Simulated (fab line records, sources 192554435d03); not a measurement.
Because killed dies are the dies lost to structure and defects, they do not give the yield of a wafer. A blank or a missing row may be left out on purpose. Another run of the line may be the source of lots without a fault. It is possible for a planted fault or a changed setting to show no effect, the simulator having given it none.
Split-lot trial ; flow n5-finfet ; on a route of 1938 steps: 7 lots, 21 wafers read

## SPLIT DETAILS
At N5_SD_EPI_N_COAT_33 (time 60 s, resist thk 35 nm), the setting spin-rpm was moved away from the recipe's 1500 rpm on 6 of the 21 wafers read, by -8.4% to +7.9%. For the rest of the wafers, this setting stayed at what the recipe calls for.

The reading comes from the split's own step.

## THE READING
SiARC_of_SD_EPI_N_COAT_33.thk-nm (the simulator's own value, which no gauge read), in nm, at N5_SD_EPI_N_COAT_33 (time 60 s, resist thk 35 nm). The file gives no usual value for it. Average 35.0 nm, standard deviation 0.1 nm, over the 15 wafers here run with the recipe.

wafer;tool, chamber at the split;spin-rpm as run, rpm;against the recipe;SiARC_of_SD_EPI_N_COAT_33.thk-nm, nm;against lot-mates on the recipe
L077.2;litho-track-01, 0;1500;recipe;35;-
L077.4;litho-track-01, 0;1500;recipe;35;-
L077.5;litho-track-01, 0;1500;recipe;35;-
L082.1;litho-track-05, 0;1500;recipe;35;-
L082.4;litho-track-05, 0;1500;recipe;35;-
L082.2;litho-track-05, 0;1374;-8.4%;36.4;+1.4
L083.2;litho-track-01, 0;1500;recipe;35;-
L083.5;litho-track-01, 0;1500;recipe;35;-
L083.4;litho-track-01, 0;1618;+7.9%;33.8;-1.2
L086.1;litho-track-02, 0;1500;recipe;35;-
L086.3;litho-track-02, 0;1414;-5.7%;36.2;+1.2
L086.5;litho-track-02, 0;1414;-5.7%;36;+1.0
L087.1;litho-track-02, 0;1500;recipe;34.8;-
L087.2;litho-track-02, 0;1500;recipe;35;-
L087.4;litho-track-02, 0;1500;recipe;35;-
L090.2;litho-track-01, 0;1416;-5.6%;36.2;+1.0
L090.5;litho-track-01, 0;1416;-5.6%;36.2;+1.0
L090.3;litho-track-01, 0;1500;recipe;35.2;-
L092.1;litho-track-05, 0;1500;recipe;35;-
L092.2;litho-track-05, 0;1500;recipe;35.2;-
L092.4;litho-track-05, 0;1500;recipe;35.2;-

THE FIT
A straight line over all 21 wafers: SiARC_of_SD_EPI_N_COAT_33.thk-nm changes by -0.176 nm for each +1% of spin-rpm; r = -0.98; the points scatter about the line by 0.12 nm.
The same after taking each lot's own level away (the mean of its wafers on the recipe; 21 wafers): -0.171 nm for each +1%; r = -0.99; scatter 0.079 nm.
That fit puts the effect of the largest move of spin-rpm on the reading at 1.4 nm.
The span of the lots' own levels, 34.93 to 35.20 nm, comes to 2.7 times the standard deviation stated above.
Hence the lot-to-lot level has little effect on the slope; both slopes agree.
Check: +1.48 nm against its lot-mates is what the line predicts for one of the wafers moved furthest among these (-8.4%) when that wafer is left out of the fit. Against them it came out at +1.4 nm.

## FURTHER SPLITS ON THESE WAFERS
Other splits were also applied to these wafers ahead of the reading. Each is held against what the fit with the lots' levels taken away leaves over:
other split on the same wafers;wafers away from the commonest value;r with SiARC_of_SD_EPI_N_COAT_33.thk-nm (lot level and that fit taken away)
N5_ZERO_LAYER_EXPOSE_08 dose-mj;6;+0.12
N5_ZERO_LAYER_DEVELOP_10 develop-time-s;9;+0.47
N5_FIN_SAQP_HM_DEP_03 time-s;5;-0.23
N5_FIN_SAQP_PECVD_48 time-s;7;-0.09
N5_DUMMY_GATE_COAT_09 spin-rpm;7;-0.08

## FILE'S OWN FIT
SiARC_of_SD_EPI_N_COAT_33.thk-nm changes by -0.168 nm for each +1% of spin-rpm, r = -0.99.
